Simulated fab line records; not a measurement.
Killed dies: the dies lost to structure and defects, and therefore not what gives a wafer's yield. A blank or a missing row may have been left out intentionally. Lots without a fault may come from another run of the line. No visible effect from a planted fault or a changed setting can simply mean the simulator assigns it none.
Comparing a struck lot with a sound one    flow nand harc    15 steps out of a route of 1302
Sound: wafers L958.3, L958.4, L958.5. Wafers L973.1, L973.2, L973.4 were the ones struck. The cause comes at the end.
For every step that has rows: the tool of each side, followed by ch and its chambers, followed by its first start. Under that, the readings that differ: sound wafers    struck wafers    difference of the means    sigmas: that difference in standard deviations of wafers without a fault.
alike: same words and numbers on both sides, and readings whose means sit less than 2 such deviations apart. not compared: any withheld reading, any reading some wafer has no value for, any bound like >300 that may hide the same value, and any number with overlapping values for which the record gives no deviation.
A row with sigmas, a row that says differs or no value, or rows on one side alone: a step with any of these is where the two part. Non-overlapping numbers with no deviation appear without sigmas and do not part them. A reading missing from all wafers of one side parts the sides only when that side holds two or more wafers.

first, 1 step without rows for these wafers: NHARC_A_ONON_D1_DEP_00 (target thk 1000 nm).
NHARC_A_ONON_D1_THK_MEAS_02: measures by ellipsometry.
  sound: film metro-01 at day 7 20:16; struck: film metro-02 at day 13 17:01
  alike: thk nm
after that, 1 step with no rows for these wafers: NHARC_A_ONON_D1_DEP_03 (target thk 1000 nm).
NHARC_A_ONON_D1_THK_MEAS_05: measures by ellipsometry.
  sound: film metro-01 at day 7 20:50; struck: film metro-01 at day 13 17:35
reading      sound        struck          difference  sigmas
thk nm (nm)  984 984 984  1007 1007 1007  +23         +2
after that, 1 step with no rows for these wafers: NHARC_A_ONON_D1_DEP_06 (target thk 1000 nm).
NHARC_A_ONON_D1_THK_MEAS_08: measures by ellipsometry.
  sound: film metro-02 at day 7 21:24; struck: film metro-01 at day 13 18:09
  alike: thk nm
after that, 1 step with no rows for these wafers: NHARC_A_ONON_D1_DEP_09 (target thk 1000 nm).
NHARC_A_ONON_D1_THK_MEAS_11: measures by ellipsometry.
  sound: film metro-02 at day 7 21:58; struck: film metro-02 at day 13 18:43
  alike: thk nm
after that, 1 step with no rows for these wafers: NHARC_A_ONON_D1_DEP_12 (target thk 1000 nm).
NHARC_A_ONON_D1_THK_MEAS_14: measures by ellipsometry.
  sound: film metro-02 at day 7 22:32; struck: film metro-02 at day 13 19:17
  alike: thk nm
then, 1 step without rows for these wafers: NHARC_A_ONON_D1_ANNEAL_15 (time 3600 s).
NHARC_A_ONON_D1_DEP_16: target thk 1000 nm.
  sound on pecvd onon-01 ch 0, day 8 07:16; struck on pecvd onon-01 ch 0, day 14 05:35
  alike: susceptor temp C
NHARC_A_ONON_D1_THK_MEAS_18: measures by ellipsometry.
  sound: film metro-02 at day 8 07:40; struck: film metro-01 at day 14 06:05
reading      sound        struck          difference  sigmas
thk nm (nm)  989 988 990  1595 1594 1596  +606        +55
after that, 1 step with no rows for these wafers: NHARC_A_ONON_D1_DEP_19 (target thk 1000 nm).
-- jump in the record: it breaks off in module A_ONON_D1 and resumes in module END (first step shown: number 1302 of the route), and 16 days separate the struck wafers' starts before and after --
NHARC_END_SORT_01:
  the record has rows for the struck wafers here (prober-02 ch 0, day 30 10:17) and none for the sound ones

WHERE THEY PART
Earliest at NHARC_A_ONON_D1_THK_MEAS_05; latest, in this record, at NHARC_END_SORT_01.

WHY: what the simulator had put in
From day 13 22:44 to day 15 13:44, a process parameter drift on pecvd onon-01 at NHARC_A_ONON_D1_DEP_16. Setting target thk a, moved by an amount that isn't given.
